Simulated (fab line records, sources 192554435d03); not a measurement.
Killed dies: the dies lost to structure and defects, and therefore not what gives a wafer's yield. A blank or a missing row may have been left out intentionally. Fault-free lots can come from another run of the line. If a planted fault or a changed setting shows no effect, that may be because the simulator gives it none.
Matching of chambers + flow n5 finfet + N5_FIN_SAQP_ETCH_69 on rie diel-06 has 4 sister chambers
The step etches SOC in N2/H2, stops on SiNx, target depth 150 nm. 24 wafers are shown with their chamber, then 12 later ones without.

## WAFERS WITH THEIR CHAMBER
| wafer  | chamber | showerhead plenum p Torr (Torr) | throttle valve pct (%) | oes product au (a.u.) |
|--------|---------|---------------------------------|------------------------|-----------------------|
| L077.3 | 0       | 2.62                            | 18.02                  | 0.71                  |
| L077.4 | 2       | 2.71                            | 17.81                  | 0.82                  |
| L077.6 | 0       | 2.62                            | 18.04                  | 0.70                  |
| L086.2 | 1       | 2.66                            | 17.84                  | 0.77                  |
| L086.3 | 3       | 2.46                            | 17.70                  | 0.76                  |
| L086.6 | 3       | 2.46                            | 17.67                  | 0.77                  |
| L087.1 | 1       | 2.66                            | 17.85                  | 0.77                  |
| L087.3 | 0       | 2.61                            | 18.08                  | 0.69                  |
| L087.5 | 0       | 2.61                            | 18.05                  | 0.69                  |
| L088.1 | 0       | 2.61                            | 18.08                  | 0.69                  |
| L088.2 | 2       | 2.69                            | 17.86                  | 0.79                  |
| L088.3 | 3       | 2.46                            | 17.69                  | 0.76                  |
| L088.4 | 1       | 2.66                            | 17.86                  | 0.77                  |
| L088.5 | 2       | 2.69                            | 17.83                  | 0.78                  |
| L088.6 | 1       | 2.66                            | 17.84                  | 0.76                  |
| L089.1 | 3       | 2.46                            | 17.69                  | 0.76                  |
| L089.2 | 0       | 2.61                            | 18.08                  | 0.68                  |
| L089.5 | 1       | 2.66                            | 17.86                  | 0.76                  |
| L090.3 | 0       | 2.61                            | 18.09                  | 0.68                  |
| L090.4 | 1       | 2.66                            | 17.84                  | 0.76                  |
| L090.5 | 0       | 2.61                            | 18.07                  | 0.68                  |
| L091.1 | 0       | 2.61                            | 18.09                  | 0.68                  |
| L091.3 | 1       | 2.66                            | 17.87                  | 0.75                  |
| L091.5 | 3       | 2.45                            | 17.69                  | 0.76                  |

SIGNATURES (averages over the wafers above)
| reading                  | chamber 0 | chamber 1 | chamber 2 | chamber 3 | scatter within a chamber |
|--------------------------|-----------|-----------|-----------|-----------|--------------------------|
| showerhead plenum p Torr | 2.6122    | 2.6600    | 2.6967    | 2.4580    | 0.00501                  |
| throttle valve pct       | 18.0667   | 17.8514   | 17.8333   | 17.6880   | 0.0193                   |
| oes product au           | 0.6889    | 0.7629    | 0.7967    | 0.7620    | 0.0104                   |
Rule: for a wafer and a chamber, the distance is found by dividing, reading by reading, the gap between the wafer's reading and the chamber's mean by the reading's scatter, squaring, summing and taking the root. The wafer belongs to the nearest chamber; if the next one is less than 2 further off, it can't be placed. How the scatter is found: for the shown wafers, subtract from each reading the mean of its chamber, square and add these, divide the total by (wafers less chambers), then take the root.

## WAFERS MISSING THEIR CHAMBER
| wafer  | showerhead plenum p Torr (Torr) | throttle valve pct (%) | oes product au (a.u.) |
|--------|---------------------------------|------------------------|-----------------------|
| L093.2 | 2.66                            | 17.87                  | 0.75                  |
| L093.4 | 2.69                            | 17.89                  | 0.79                  |
| L093.6 | 2.45                            | 17.69                  | 0.75                  |
| L095.1 | 2.65                            | 17.90                  | 0.75                  |
| L095.5 | 2.65                            | 17.89                  | 0.74                  |
| L095.6 | 2.45                            | 17.71                  | 0.75                  |
| L096.3 | 2.45                            | 17.72                  | 0.74                  |
| L096.4 | 2.61                            | 17.64                  | 0.95                  |
| L096.5 | 2.61                            | 17.65                  | 0.95                  |
| L097.3 | 2.45                            | 17.73                  | 0.75                  |
| L097.5 | 2.45                            | 17.73                  | 0.74                  |
| L097.6 | 2.69                            | 17.88                  | 0.77                  |

## WHICH CHAMBER EACH ONE RAN IN
| wafer  | from the rows above     | in truth |
|--------|-------------------------|----------|
| L093.2 | 1                       | 1        |
| L093.4 | 2                       | 2        |
| L093.6 | 3                       | 3        |
| L095.1 | 1                       | 1        |
| L095.5 | 1                       | 1        |
| L095.6 | 3                       | 3        |
| L096.3 | 3                       | 3        |
| L096.4 | can't be placed: 1 or 2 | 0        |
| L096.5 | can't be placed: 1 or 2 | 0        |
| L097.3 | 3                       | 3        |
| L097.5 | 3                       | 3        |
| L097.6 | 2                       | 2        |
Placed correctly: 10 of 12. Unplaceable from these rows: 2, with the true chamber sitting among the candidates in 0. Number placed wrongly: 0.
